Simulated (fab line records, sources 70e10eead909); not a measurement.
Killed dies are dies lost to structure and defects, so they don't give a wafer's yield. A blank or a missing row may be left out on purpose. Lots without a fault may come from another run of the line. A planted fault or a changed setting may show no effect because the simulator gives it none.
Chamber matching | flow nand_harc | NHARC_A_STAIRCASE_DESCUM_291 on rie_diel-04: 4 sister chambers
The step chemistry O2, time 3 s. 22 wafers are shown with their chamber, then 11 later ones without.

WAFERS WITH THEIR CHAMBER
wafer  | chamber | showerhead_plenum_p_Torr (Torr) | drypump_motor_current_A (A) | o2_flow_sccm (sccm)
L074.4 | 1       | 1.89                            | 5.0                         | 199.9
L074.5 | 0       | 1.96                            | 5.9                         | 198.9
L074.6 | 3       | 1.93                            | 6.2                         | 200.8
L076.1 | 1       | 1.89                            | 5.0                         | 199.7
L076.4 | 3       | 1.93                            | 6.2                         | 199.8
L076.6 | 3       | 1.93                            | 6.2                         | 199.6
L082.1 | 1       | 1.89                            | 5.0                         | 199.3
L082.4 | 3       | 1.93                            | 6.1                         | 200.3
L082.5 | 1       | 1.89                            | 5.0                         | 199.9
L083.2 | 2       | 1.86                            | 5.7                         | 200.4
L083.4 | 3       | 1.93                            | 6.2                         | 200.3
L083.5 | 0       | 1.96                            | 5.9                         | 199.3
L086.1 | 0       | 1.95                            | 5.9                         | 199.8
L086.2 | 3       | 1.92                            | 6.2                         | 200.2
L086.3 | 1       | 1.89                            | 5.0                         | 200.0
L088.4 | 1       | 1.89                            | 5.0                         | 199.9
L088.5 | 0       | 1.95                            | 6.0                         | 199.7
L088.6 | 1       | 1.89                            | 5.0                         | 200.4
L087.4 | 2       | 1.86                            | 5.6                         | 200.7
L087.5 | 3       | 1.92                            | 6.1                         | 200.2
L087.6 | 0       | 1.95                            | 5.9                         | 199.0
L089.1 | 3       | 1.92                            | 6.2                         | 200.1

SIGNATURES (means of the wafers above)
reading                  | chamber 0 | chamber 1 | chamber 2 | chamber 3 | scatter within a chamber
showerhead_plenum_p_Torr | 1.9540    | 1.8900    | 1.8600    | 1.9263    | 0.00413
drypump_motor_current_A  | 5.920     | 5.000     | 5.650     | 6.175     | 0.0394
o2_flow_sccm             | 199.340   | 199.871   | 200.550   | 200.162   | 0.354
Rule: a wafer's distance from a chamber is the root of the sum, over the readings, of the square of ((its reading less the chamber's mean) divided by the reading's scatter). The wafer belongs to the nearest chamber; if the next one is less than 2 further off, it can't be placed. The scatter: the root of (the sum of the squares of (reading less its chamber's mean) over the shown wafers, divided by (wafers less chambers)).

WAFERS WITHOUT THEIR CHAMBER
wafer  | showerhead_plenum_p_Torr (Torr) | drypump_motor_current_A (A) | o2_flow_sccm (sccm)
L089.3 | 1.88                            | 5.0                         | 200.2
L089.6 | 1.88                            | 5.0                         | 200.2
L092.2 | 1.92                            | 6.2                         | 200.7
L092.3 | 1.86                            | 5.6                         | 198.8
L092.6 | 1.86                            | 5.6                         | 199.8
L094.1 | 1.88                            | 5.0                         | 199.2
L094.4 | 1.95                            | 5.9                         | 199.9
L094.6 | 1.92                            | 6.2                         | 199.6
L097.1 | 1.85                            | 5.6                         | 200.1
L097.2 | 1.95                            | 5.9                         | 199.4
L097.6 | 1.92                            | 6.2                         | 201.0

WHICH CHAMBER EACH WENT THROUGH
wafer  | from the rows above | in truth
L089.3 | 1                   | 1
L089.6 | 1                   | 1
L092.2 | 3                   | 3
L092.3 | 2                   | 2
L092.6 | 2                   | 2
L094.1 | 1                   | 1
L094.4 | 0                   | 0
L094.6 | 3                   | 3
L097.1 | 2                   | 2
L097.2 | 0                   | 0
L097.6 | 3                   | 3
Placed correctly: 11 of 11. Can't be placed from these rows: 0. Placed wrongly: 0.
